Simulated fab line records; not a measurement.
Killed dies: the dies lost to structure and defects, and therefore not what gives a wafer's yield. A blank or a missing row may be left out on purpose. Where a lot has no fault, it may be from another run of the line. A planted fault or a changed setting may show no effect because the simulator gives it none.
Split-lot trial    flow n5Finfet    on a route of 1938 steps: 7 lots, 21 wafers read

== ABOUT THE SPLIT ==
At N5_BEOL_M8_TRENCH_ETCH_37 (etches SiCOH lowk in C4F6/O2, target depth 93.478 nm, time 31.2 s), the setting sourceW was moved away from the recipe's 345 W on 7 of the 21 wafers read, by -6.1% to +14.2%. All remaining wafers had this setting at the recipe value.

Reading taken at the split's own step.

== THE READING ==
rfVppV, in V, at N5_BEOL_M8_TRENCH_ETCH_37 (etches SiCOH lowk in C4F6/O2, target depth 93.478 nm, time 31.2 s). A value of 659 V with a standard deviation of 15 V is what fault-free wafers of this fab line usually give.

wafer   tool, chamber at the split  sourceW as run, W  against the recipe  rfVppV, V  against lot-mates on the recipe
L075.2  rieDiel-05, 1               345                recipe              680        -
L075.3  rieDiel-05, 0               345                recipe              675        -
L075.5  rieDiel-05, 1               394                +14.2%              635        -42
L074.3  rieDiel-05, 0               345                recipe              676        -
L074.4  rieDiel-05, 2               345                recipe              680        -
L074.6  rieDiel-05, 1               345                recipe              680        -
L086.2  rieDiel-05, 2               345                recipe              679        -
L086.5  rieDiel-05, 1               324.1              -6.1%               702        +23
L086.6  rieDiel-05, 2               324.1              -6.1%               699        +20
L088.1  rieDiel-06, 2               366.4              +6.2%               626        -31
L088.3  rieDiel-06, 3               366.4              +6.2%               654        -3
L088.5  rieDiel-06, 1               345                recipe              657        -
L089.1  rieDiel-05, 0               345                recipe              673        -
L089.3  rieDiel-05, 1               345                recipe              680        -
L089.4  rieDiel-05, 3               345                recipe              656        -
L092.1  rieDiel-02, 2               345                recipe              651        -
L092.4  rieDiel-02, 1               345                recipe              658        -
L092.6  rieDiel-02, 3               345                recipe              633        -
L097.1  rieDiel-06, 2               387.3              +12.3%              608        -65
L097.3  rieDiel-06, 3               345                recipe              673        -
L097.4  rieDiel-06, 1               387.3              +12.3%              621        -52

THE FIT
A straight line over all 21 wafers: rfVppV changes by -3.92 V for each +1% of sourceW; r = -0.83; the points scatter about the line by 14 V.
The same after taking each lot's own level away (the mean of its wafers on the recipe; 21 wafers): -3.84 V for each +1%; r = -0.92; scatter 9.3 V.
On that fit, the largest move of sourceW shifts the reading by 55 V.
The lots' own levels span 647.3 to 679.0 V, that is 2.1 times the standard deviation above.
So the lot-to-lot level changes the slope little: the two slopes agree.
Check: -60.1 V against its lot-mates is what the line predicts for one of the wafers moved furthest among these (+14.2%) when that wafer is left out of the fit. Against them it came out at -42.5 V.
Tool readings at the split's step, against how far the setting was moved: rfVppV r = -0.83.

== THE OTHER SPLITS THESE WAFERS WENT THROUGH ==
Before the reading, these wafers also passed through other splits. Each is held against what the fit with the lots' levels taken away leaves over:
other split on the same wafers   wafers away from the commonest value  r with rfVppV (lot level and that fit taken away)
N5_BEOL_M6_ETCH_65 targetDepthA  7                                     -0.06
N5_BEOL_M7_ETCH_61 sourceW       5                                     +0.30
N5_BEOL_M7_COAT_71 spinRpm       8                                     -0.25
N5_BEOL_M8_DESCUM_33 timeS       7                                     -0.34

== FILE'S OWN FIT ==
rfVppV changes by -3.63 V for each +1% of sourceW, r = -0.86.
